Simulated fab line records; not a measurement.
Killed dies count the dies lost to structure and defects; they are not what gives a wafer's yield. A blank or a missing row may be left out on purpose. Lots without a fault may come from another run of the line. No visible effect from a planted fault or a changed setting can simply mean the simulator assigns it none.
Lot-split experiment | flow n5_finfet | 21 wafers read across 7 lots, on a route 1938 steps long

## THE SPLIT ITSELF
At N5_BEOL_M12_EXPOSE_07 (exposes mask V11), the setting dose_mj was moved away from the recipe's 32.5 on 9 of the 21 wafers read, by -5.5% to +3.2%. For the rest of the wafers, this setting stayed at what the recipe calls for.

## FROM THE SPLIT TO THE READING: what the file shows between them, 6 steps
- N5_BEOL_M12_PEB_08: peb time 90 s
- N5_BEOL_M12_DEVELOP_09: develop time 45 s
- N5_BEOL_M12_HARDBAKE_14: time 120 s
- N5_BEOL_M12_CD_MEAS_10: target cd 140 nm
- N5_BEOL_M12_STRIP_71: strips in post etch residue remover, time 60 s
- N5_BEOL_M12_SRD_72: time 30 s, dry time 30 s

## THE READING
cd_nm at N5_BEOL_M12_CD_MEAS_17, given in nm (cd target 140 nm). On this fab line, fault-free wafers typically give 140.5 nm with a standard deviation of 2 nm.

wafer  | tool, chamber at the split | dose_mj as run | against the recipe | cd_nm, nm | against lot-mates on the recipe
L076.2 | krf_scanner-02, 0          | 32.5           | recipe             | 141.7     | -
L076.3 | krf_scanner-02, 0          | 31.52          | -3.0%              | 135.1     | -7.0
L076.4 | krf_scanner-02, 0          | 32.5           | recipe             | 142.6     | -
L080.1 | krf_scanner-02, 0          | 32.5           | recipe             | 142.6     | -
L080.4 | krf_scanner-02, 0          | 33.37          | +2.7%              | 144.6     | +3.9
L080.6 | krf_scanner-02, 0          | 32.5           | recipe             | 138.8     | -
L081.2 | krf_scanner-01, 0          | 32.5           | recipe             | 140.8     | -
L081.4 | krf_scanner-01, 0          | 31.17          | -4.1%              | 135.0     | -5.8
L081.5 | krf_scanner-01, 0          | 31.17          | -4.1%              | 133.2     | -7.6
L082.1 | krf_scanner-01, 0          | 32.5           | recipe             | 139.4     | -
L082.2 | krf_scanner-01, 0          | 30.7           | -5.5%              | 131.9     | -7.5
L082.6 | krf_scanner-01, 0          | 32.5           | recipe             | 139.3     | -
L088.2 | krf_scanner-02, 0          | 32.5           | recipe             | 139.7     | -
L088.5 | krf_scanner-02, 0          | 31.57          | -2.9%              | 137.3     | -2.4
L088.6 | krf_scanner-02, 0          | 31.57          | -2.9%              | 139.1     | -0.6
L097.2 | krf_scanner-02, 0          | 33.53          | +3.2%              | 146.2     | +4.7
L097.4 | krf_scanner-02, 0          | 32.5           | recipe             | 141.5     | -
L097.5 | krf_scanner-02, 0          | 33.53          | +3.2%              | 146.0     | +4.5
L095.2 | krf_scanner-01, 0          | 32.5           | recipe             | 139.8     | -
L095.3 | krf_scanner-01, 0          | 32.5           | recipe             | 141.2     | -
L095.4 | krf_scanner-01, 0          | 32.5           | recipe             | 141.9     | -

THE FIT
A straight line over all 21 wafers: cd_nm changes by +1.55 nm for each +1% of dose_mj; r = +0.94; the points scatter about the line by 1.3 nm.
The same after taking each lot's own level away (the mean of its wafers on the recipe; 21 wafers): +1.42 nm for each +1%; r = +0.93; scatter 1.4 nm.
According to that fit, moving dose_mj by its largest amount changes the reading by 7.9 nm.
From 139.35 to 142.15 nm: that is the span of the lots' own levels, equal to 1.4 times the standard deviation above.
Hence the lot-to-lot level has little effect on the slope; both slopes agree.
Check: for one of the wafers moved furthest among these (-5.5%), held out of the fit, the line's prediction against its lot-mates is -7.96 nm. It came out at -7.45 nm against them.

## THE WHOLE CHAIN: every reading that the file lists as answering this split, in the file's order
step                   | what it does     | reading | change (the file's fit)              | r (the file's)
N5_BEOL_M12_CD_MEAS_10 | target cd 140 nm | cd_nm   | +1.3 nm for each +1% of the setting  | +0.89
N5_BEOL_M12_CD_MEAS_17 | target cd 140 nm | cd_nm   | +1.46 nm for each +1% of the setting | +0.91

## THE FILE'S OWN FIT
cd_nm changes by +1.46 nm for each +1% of dose_mj, r = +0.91.
